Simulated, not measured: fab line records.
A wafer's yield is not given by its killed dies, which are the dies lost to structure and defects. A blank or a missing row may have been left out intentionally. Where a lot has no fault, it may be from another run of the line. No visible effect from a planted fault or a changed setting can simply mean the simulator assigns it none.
Chamber matching -- flow n5-finfet -- rie-diel-05 running N5_BEOL_M0_ETCH_128: 4 sister chambers
The step etches SiCN in CF4/N2, target depth 12 nm, overetch 5.1 nm, time 21.4 s. 4 wafers are shown with their chamber, then 10 later ones without.

== WAFERS PAIRED WITH THEIR CHAMBERS ==
wafer,chamber,showerhead-plenum-p-Torr (Torr)
L084.1,3,2.10
L084.4,0,2.10
L087.1,2,2.27
L087.2,1,2.19

== WAFERS WITHOUT THEIR CHAMBER ==
wafer,showerhead-plenum-p-Torr (Torr)
L087.4,2.10
L091.1,2.19
L091.4,2.10
L091.5,2.09
L096.2,2.26
L096.3,2.09
L096.4,2.18
L097.1,2.09
L097.4,2.18
L097.6,2.26

== THE CHAMBER EACH PASSED THROUGH ==
wafer,from the rows above,in truth
L087.4,can't be placed: 0 or 3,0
L091.1,1,1
L091.4,can't be placed: 0 or 3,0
L091.5,can't be placed: 0 or 3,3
L096.2,2,2
L096.3,can't be placed: 0 or 3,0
L096.4,1,1
L097.1,can't be placed: 0 or 3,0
L097.4,1,1
L097.6,2,2
Placed correctly: 5 of 10. From these rows, 5 cannot be placed; in 5 the true chamber is one of the candidates. Wrongly placed: 0.
How it was worked out, from the rows above alone: a wafer's distance from a chamber is the root of the sum, over the readings, of the square of ((its reading less the chamber's mean) divided by the reading's scatter). The wafer belongs to the nearest chamber; if the next one is less than 2 further off, it can't be placed. Each chamber's mean is taken over the wafers shown for it. The scatter: with one shown wafer a chamber, the root of the mean of the squares of how far each hidden wafer lies from its nearest shown one.
